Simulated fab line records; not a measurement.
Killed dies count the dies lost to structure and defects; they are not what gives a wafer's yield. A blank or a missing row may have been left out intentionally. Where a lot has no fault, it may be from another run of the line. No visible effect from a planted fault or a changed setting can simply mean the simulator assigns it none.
One fault through the eyes of 2 desks + flow nand-harc + each desk holds nothing but its own numbers, with what lay behind them at the end

METROLOGY DESK
Means of the sampled wafers that have a number, per lot and without regard to the tool the lot ran on: this is what the gauges read. The brackets show how far a lot's mean lies from the usual mean; more than 4 standard deviations puts the lot out of limits, marked OUT.
Columns: A = cd-nm at NHARC_P_GATE_CD_MEAS_26, usual 120.0 nm
| lot  | first seen here | A     |
|------|-----------------|-------|
| L497 | day 4 23:19     | 119.7 |
| L500 | day 6 10:16     | 119.9 |
| L502 | day 7 08:16     | 120.6 |
| L504 | day 8 01:26     | 120.6 |
| L507 | day 9 09:28     | 119.4 |
| L509 | day 9 23:09     | 119.6 |
| L511 | day 11 04:49    | 120.7 |
| L513 | day 11 20:29    | 119.8 |
| L514 | day 12 14:25    | 120.3 |
| L515 | day 12 21:58    | 120.4 |
| L518 | day 13 15:25    | 120.6 |
| L519 | day 14 07:58    | 119.9 |
This desk's finding: nothing out of limits on any of the 12 lots.

THE TOOL OWNER'S DESK: rie-diel-05
The tool's own readings at NHARC_P_GATE_ETCH_104 (etches the open film in CF4/CHF3, target depth 60 nm): means of the sampled wafers that have a number, for each lot that ran on this tool. The brackets show how far a lot's mean lies from the usual mean; more than 4 standard deviations puts the lot out of limits, marked OUT.
Columns: A = chamber-pressure-mTorr at NHARC_P_GATE_ETCH_104, usual 24.995 mTorr; B = drypump-motor-current-A at NHARC_P_GATE_ETCH_104, usual 5.5 A; C = oes-product-au at NHARC_P_GATE_ETCH_104, usual 0.949 a.u.; D = rf-vpp-V at NHARC_P_GATE_ETCH_104, usual 371.4 V; E = showerhead-plenum-p-Torr at NHARC_P_GATE_ETCH_104, usual 1.60 Torr; F = throttle-valve-pct at NHARC_P_GATE_ETCH_104, usual 16.802 %
| lot  | first seen here | A      | B   | C                | D     | E    | F      |
|------|-----------------|--------|-----|------------------|-------|------|--------|
| L500 | day 6 10:32     | 24.995 | 5.7 | 0.933            | 370.9 | 1.61 | 16.801 |
| L502 | day 7 08:32     | 25.015 | 5.3 | 0.919            | 373.4 | 1.65 | 16.811 |
| L507 | day 9 09:44     | 25.000 | 5.5 | 0.967            | 370.6 | 1.57 | 16.796 |
| L511 | day 11 05:06    | 25.004 | 5.4 | 0.954            | 371.8 | 1.61 | 16.803 |
| L513 | day 11 20:45    | 24.997 | 5.6 | 0.765 (-8.8) OUT | 373.4 | 1.64 | 16.804 |
| L514 | day 12 14:41    | 24.985 | 5.5 | 0.761 (-9.0) OUT | 370.9 | 1.59 | 16.806 |
This desk's finding: out of limits on L513, L514; first on L513, day 11 20:45 (oes-product-au at NHARC_P_GATE_ETCH_104). L500, L502, L507, L511: within limits.

TAKEN TOGETHER
At day 11 20:45, on L513, L514, the tool owner's desk was in a position to raise an alarm.
Nothing out of limits was seen by the metrology desk.
The metrology desk holds a record of L513, L514, inside its limits.
NHARC_P_GATE_ETCH_104 was run on rie-diel-05 by each of the lots named.

WHAT THE SIMULATOR PUT IN
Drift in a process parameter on rie-diel-05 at NHARC_P_GATE_ETCH_104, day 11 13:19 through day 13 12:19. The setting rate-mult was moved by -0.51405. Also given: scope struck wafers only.
Shown lots that were struck: L513, L514.
How many hours passed from the start of the fault until each desk's first out-of-limits reading: the tool owner's desk, 7.
